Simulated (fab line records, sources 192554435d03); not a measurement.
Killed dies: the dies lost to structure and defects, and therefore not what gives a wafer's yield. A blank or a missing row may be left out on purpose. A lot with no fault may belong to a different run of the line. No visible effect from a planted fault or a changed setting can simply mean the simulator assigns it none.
One fault seen from 3 desks || flow n5-finfet || what lay behind the numbers comes last; until then each desk has only its own

== DESK OF THE TOOL OWNER: pvd-sputter-02 ==
The tool's own readings at N5_BEOL_M10_HM_DEP_02 (deposits TiN, target thk 20 nm): means of the sampled wafers that have a number, for each lot that ran on this tool. Any lot whose mean is over 4 standard deviations away from the usual mean is out of limits and marked OUT; that distance is given in the brackets.
Columns: A = throttle-valve-pct at N5_BEOL_M10_HM_DEP_02, usual 30.0 %
{"lot": "L246", "first seen here": "day 11 12:05", "A": 30.2}
{"lot": "L245", "first seen here": "day 11 16:03", "A": 30.6}
{"lot": "L253", "first seen here": "day 14 10:02", "A": 30.4}
{"lot": "L255", "first seen here": "day 14 11:43", "A": 29.8}
This desk found nothing out of limits on any of the 4 lots.

== AT THE METROLOGY DESK ==
Means of the sampled wafers that have a number, per lot and without regard to the tool the lot ran on: this is what the gauges read. Any lot whose mean is over 4 standard deviations away from the usual mean is out of limits and marked OUT; that distance is given in the brackets.
Columns: A = cd-nm at N5_BEOL_M10_CD_MEAS_11, usual 64.3 nm
{"lot": "L246", "first seen here": "day 11 12:35", "A": 64.8}
{"lot": "L245", "first seen here": "day 11 16:32", "A": 64.0}
{"lot": "L248", "first seen here": "day 12 11:38", "A": 63.8}
{"lot": "L250", "first seen here": "day 13 01:07", "A": 65.0}
{"lot": "L249", "first seen here": "day 13 05:10", "A": 63.4}
{"lot": "L252", "first seen here": "day 13 22:35", "A": 63.6}
{"lot": "L253", "first seen here": "day 14 10:32", "A": 64.2}
{"lot": "L255", "first seen here": "day 14 12:13", "A": 64.6}
{"lot": "L256", "first seen here": "day 14 13:16", "A": 63.1}
{"lot": "L266", "first seen here": "day 16 10:53", "A": 64.2}
This desk found nothing out of limits on any of the 10 lots.

== THE DEFECT DESK ==
Per lot, the means of the sampled wafers with a number show what the inspections along the route counted. Any lot whose mean is over 4 standard deviations away from the usual mean is out of limits and marked OUT; that distance is given in the brackets.
Columns: A = raw-defect-count at N5_BEOL_M10_INSPECT_13, usual 415; B = raw-defect-count at N5_BEOL_M10_INSPECT_30, usual 415
{"lot": "L246", "first seen here": "day 11 12:38", "A": 399, "B": 378}
{"lot": "L245", "first seen here": "day 11 16:36", "A": 362, "B": 352}
{"lot": "L248", "first seen here": "day 12 11:41", "A": 387, "B": 391}
{"lot": "L250", "first seen here": "day 13 01:10", "A": 436, "B": 424}
{"lot": "L249", "first seen here": "day 13 05:13", "A": 386, "B": 387}
{"lot": "L252", "first seen here": "day 13 22:38", "A": 419, "B": 395}
{"lot": "L253", "first seen here": "day 14 10:35", "A": 588, "B": 595}
{"lot": "L255", "first seen here": "day 14 12:16", "A": 622, "B": 637}
{"lot": "L256", "first seen here": "day 14 13:20", "A": 335, "B": 352}
{"lot": "L266", "first seen here": "day 16 10:56", "A": 391, "B": 410}
This desk found nothing out of limits on any of the 10 lots.

== ALL TOGETHER ==
The desk of the tool owner found nothing out of limits.
At the metrology desk, nothing out of limits was observed.
Nothing the defect desk looked at was out of limits.

== WHAT THE SIMULATOR HAD PUT IN ==
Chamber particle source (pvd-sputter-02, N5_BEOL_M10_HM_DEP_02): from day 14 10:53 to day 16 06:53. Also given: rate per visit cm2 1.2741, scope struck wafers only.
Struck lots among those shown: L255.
